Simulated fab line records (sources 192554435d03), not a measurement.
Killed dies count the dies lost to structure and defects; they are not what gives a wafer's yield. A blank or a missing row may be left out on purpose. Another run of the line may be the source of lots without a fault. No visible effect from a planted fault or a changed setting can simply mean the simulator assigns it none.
A lot that was struck, set against a sound lot :: flow n5 finfet :: 32 steps out of a route of 1938
Sound: wafers L361.3, L361.4, L361.5. Struck: wafer L357.3 (left out: L357.6, a lot-mate that was not struck); the cause follows at the end.
Each step with rows lists, per side, the tool, then ch with its chambers, then its first start. Under that, the readings that differ: sound wafers :: struck wafers :: difference of the means :: sigmas: that difference in standard deviations of wafers without a fault.
alike: words and numbers the same on both sides, and readings whose means are apart by under 2 such deviations; not compared: readings that were withheld, readings missing a value for some wafer, numbers with overlapping values and no deviation given by the record, and bounds like >300 which may hide the same value.
Wherever a step has rows on one side only, a row that says differs or no value, or a row with sigmas, the two part there. Numbers that have no deviation but don't overlap get no sigmas and don't part them. A reading missing from all wafers of one side parts the sides only when that side holds two or more wafers.

first, 9 steps without rows for these wafers: N5_BEOL_M0_CUTY_STRIP_64 (strips in N2/H2); N5_BEOL_M0_ETCH_138 (etches SiCN in CH3F/O2, target depth 12 nm, time 31.6 s); N5_BEOL_M0_HM_OPEN_105 (chemistry Cl2/BCl3, target TiN, target depth 12 nm); N5_BEOL_M0_STRIP_140 (strips in CF4); N5_BEOL_M0_STRIP_104 (strips in N2/H2); N5_BEOL_M0_WET_ETCH_106 (etches SiO2 in DHF, target depth 130 nm, rinse time 30 s); N5_BEOL_M0_ETCH_128 (etches SiCN in CF4/N2, target depth 12 nm, overetch 5.1 nm, time 21.4 s); N5_BEOL_M0_TRENCH_ETCH_107 (etches SiOC in C4F6/O2, target depth 32.8 nm, time 16.4 s); N5_BEOL_M0_STRIP_142 (strips in N2/H2, time 10 s).
N5_BEOL_M0_OCD_MEAS_108:
  sound on ocd-02 at day 10 01:38; struck on ocd-01 at day 8 20:58
  alike: trench depth nm
then, 2 steps without rows for these wafers: N5_BEOL_M0_HM_STRIP_129 (strips TiN in peroxide tin strip, target depth 17 nm, time 108 s); N5_BEOL_M0_SRD_130 (time 30 s).
N5_BEOL_M0_ETCH_109: etches SiCN in CH3F/O2, target depth 8 nm, overetch 2.4 nm, time 27.4 s.
  sound on rie diel-06 ch 0,3, day 10 01:44; struck on rie diel-05 ch 1, day 8 21:05
reading: oes product au (a.u.)
sound: 0.65 0.65 0.66
struck: 0.82
difference: +0.17
sigmas: +3

reading: model.SiOC_of_BEOL_M0_SAQP_ILD_DEP_01.thk nm (nm)
sound: 42.4 42.6 42.4
struck: 41.2
difference: -1.3
sigmas: 
  alike: CH3F_flow_sccm, drypump motor current A, rf vpp V, showerhead plenum p Torr, throttle valve pct
  not compared: rf hours counter h
then, 5 steps without rows for these wafers: N5_BEOL_M0_STRIP_139 (strips in post etch residue remover, time 60 s); N5_BEOL_M0_SRD_111 (time 30 s); N5_BEOL_M0_DEGAS_112 (time 60 s); N5_BEOL_M0_PRE_CLEAN_113 (time 30 s); N5_BEOL_M0_ALD_136 (deposits TaN, pulse time 2 s, purge time 3 s, co reactant purge time 2 s).
N5_BEOL_M0_SURFACE_TREAT_137:
  sound on pvd sputter-02 at day 10 02:59; struck on pvd sputter-03 at day 8 23:15
  not compared: throttle valve pct
then, 1 step without rows for these wafers: N5_BEOL_M0_CVD_115 (deposits Co from CCTBA/H2, time 120 s).
N5_BEOL_M0_SPUTTER_116: material Cu, target thk 4 nm, time 7.37 s.
  sound on pvd sputter-01 at day 10 05:35; struck on pvd sputter-01 at day 8 23:25
  alike: substrate temp c, susceptor temp C, throttle valve pct
then, 3 steps without rows for these wafers: N5_BEOL_M0_ANNEAL_117 (time 60 s); N5_BEOL_M0_SPUTTER_132 (material Cu, target thk 4 nm, time 7.37 s); N5_BEOL_M0_ANNEAL_133 (time 60 s).
N5_BEOL_M0_SPUTTER_134: material Cu, target thk 4 nm, time 7.37 s.
  sound on pvd sputter-01 at day 10 05:50; struck on pvd sputter-01 at day 8 23:40
  alike: substrate temp c, susceptor temp C, throttle valve pct
N5_BEOL_M0_ANNEAL_135: time 60 s.
  sound on pvd sputter-01 at day 10 05:55; struck on pvd sputter-01 at day 8 23:44
  alike: heater power w, susceptor temp C
N5_BEOL_M0_SPUTTER_141: material Cu, target thk 4 nm, time 7.37 s.
  sound on pvd sputter-01 at day 10 05:57; struck on pvd sputter-01 at day 8 23:47
  alike: substrate temp c, susceptor temp C, throttle valve pct
then, 2 steps without rows for these wafers: N5_BEOL_M0_ECD_118 (material Cu, target thk 300 nm); N5_BEOL_M0_ANNEAL_119 (time 90 s).
N5_BEOL_M0_CMP_120: polishes, stops on SiOC, t overpolish 6.9 s.
  sound on cmp-03 ch 2,3, day 10 06:27; struck on cmp-04 ch 3, day 9 00:19
reading: time to endpoint s (s)
sound: 59 59 56
struck: 68
difference: +10
sigmas: +3

reading: model.SiOC_of_BEOL_M0_SAQP_ILD_DEP_01.thk nm (nm)
sound: 39.4 39.4 39.2
struck: 38.2
difference: -1.1
sigmas: 
  alike: barrier field endpoint s, head pressure psi, motor current A, overpolish run s, retaining ring pressure frac
-- record jumps: 2 days separate the struck wafers' starts on either side; left off in module BEOL_M0, taken up again in module BEOL_M4, whose first shown step is the route's number 1111 --
N5_BEOL_M4_RC_MEAS_101:
  sound on prober-01 ch 0, day 12 02:09; struck on prober-02 ch 0, day 11 10:21
reading: DIBL_P (mV/V)
sound: 33.9 34.6 34.7
struck: 39.2
difference: +4.8
sigmas: +3

reading: ION_N (uA/um)
sound: 663 675 662
struck: 698
difference: +31
sigmas: +3

reading: ION_P (uA/um)
sound: 448 454 455
struck: 473
difference: +21
sigmas: +3
  alike: DIBL_N, IOFF_N, IOFF_P, SS_N, SS_P, VT_N, VT_P
after that, 1 step had no rows for these wafers: N5_PASSIVATION_PROBE_49.

== WHERE THEY PART ==
Last at N5_BEOL_M4_RC_MEAS_101 as far as this record goes, first at N5_BEOL_M0_ETCH_109.

WHY: what had been put in by the simulator
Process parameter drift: rie diel-05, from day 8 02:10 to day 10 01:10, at N5_BEOL_M0_ETCH_109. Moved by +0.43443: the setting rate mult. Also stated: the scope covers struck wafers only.
